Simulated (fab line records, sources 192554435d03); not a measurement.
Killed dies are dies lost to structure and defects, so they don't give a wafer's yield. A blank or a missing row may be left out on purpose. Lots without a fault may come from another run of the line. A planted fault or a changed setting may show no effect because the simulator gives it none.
A struck lot beside a sound one | flow n5_finfet | 14 steps out of a route of 1938
Sound: wafers L414.1, L414.3, L414.6. Struck: wafers L424.2, L424.3, L424.4. The cause comes at the end.
At each step with rows: each side's tool, then ch and its chambers, then its first start. Under that, the readings that differ: sound wafers | struck wafers | difference of the means | sigmas: that difference in standard deviations of wafers without a fault.
alike: readings whose means differ by less than 2 such deviations, and words and numbers that are the same on both sides. not compared: withheld readings, readings that some wafer has no value for, bounds like >300 that may hide the same value, and numbers for which the record gives no deviation and whose values overlap.
The two part at a step that has a row with sigmas, a row that says differs or no value, or rows on one side only. Numbers that don't overlap but have no deviation are shown without sigmas and don't part them. A reading that every wafer of one side lacks parts them only if that side has two wafers or more.

first, 1 step without rows for these wafers: N5_HKMG_FIN_IL_REGROW_00 (material SiO2, chemistry O3, target thk 0.75 nm, time 30 s).
N5_HKMG_FIN_HK_ALD_01: deposits HfO2, target thk 1.6 nm, pulse time 3 s, purge time 3 s.
  sound on ald_hk-01 ch 0,1, day 5 05:02; struck on ald_hk-01 ch 0,1,3, day 7 18:17
  reading                    | sound             | struck            | difference | sigmas
  precursor_pulse_height_rel | 0.999 1.026 1.007 | 0.948 0.982 0.979 | -0.041     | -2
  not compared: since_wet_clean_h
N5_HKMG_FIN_HK_ANNEAL_02: time 30 s.
  sound on rtp_anneal-01 ch 0, day 5 05:14; struck on rtp_anneal-01 ch 0, day 7 18:33
  alike: lamp_power_pct, lamp_zone_2_pct, lamp_zone_5_pct, wafer_temp_C_max
N5_HKMG_FIN_ALD_74: deposits La2O3, target thk 0.5 nm, pulse time 6 s, co reactant pulse time 1 s.
  sound on ald_hk-03 ch 2,3, day 5 05:26; struck on ald_hk-02 ch 0,2,3, day 7 18:44
  alike: heater_power_w, precursor_pulse_height_rel
  not compared: since_wet_clean_h
N5_HKMG_FIN_ALD_75: deposits Al2O3, target thk 1 nm, co reactant pulse time 1 s.
  sound on ald_hk-03 ch 2,3, day 5 05:31; struck on ald_hk-02 ch 0,2,3, day 7 18:49
  alike: heater_power_w, precursor_pulse_height_rel
then, 7 steps without rows for these wafers: N5_HKMG_FIN_COAT_41 (time 60 s, resist thk 300 nm); N5_HKMG_FIN_COAT_42 (time 60 s, resist thk 35 nm); N5_HKMG_FIN_COAT_43 (resist thk 90 nm); N5_HKMG_FIN_EBR_45; N5_HKMG_FIN_SOFTBAKE_44 (time 60 s); N5_HKMG_FIN_EXPOSE_46 (exposes mask NDIPOLE); N5_HKMG_FIN_PEB_47 (peb time 60 s).
N5_HKMG_FIN_DEVELOP_48: develop time 30 s.
  sound on litho_track-05 ch 0, day 5 05:49; struck on litho_track-05, day 7 19:13
  no value came back on the struck wafers for chill_plate_temp_C (C), develop_time_s (s); on the sound wafers chill_plate_temp_C (C) reads 23.21 22.98 23.17
  reading                                       | sound          | struck         | difference | sigmas
  model.CAR-ArF_of_HKMG_FIN_COAT_43.thk_nm (nm) | 88.2 88.2 87.8 | 90.4 90.2 89.8 | +2.1       |
N5_HKMG_FIN_CD_MEAS_49: target cd 202 nm.
  sound on cd_sem-01 ch 0, day 5 05:52; struck on cd_sem-01 ch 0, day 7 19:17
  reading    | sound             | struck | difference                    | sigmas
  cd_nm (nm) | 201.7 201.8 201.6 | - - -  | no value on the struck wafers |

WHERE THEY PART
First at N5_HKMG_FIN_HK_ALD_01; last, within this record, at N5_HKMG_FIN_CD_MEAS_49.

WHY: what the simulator had put in
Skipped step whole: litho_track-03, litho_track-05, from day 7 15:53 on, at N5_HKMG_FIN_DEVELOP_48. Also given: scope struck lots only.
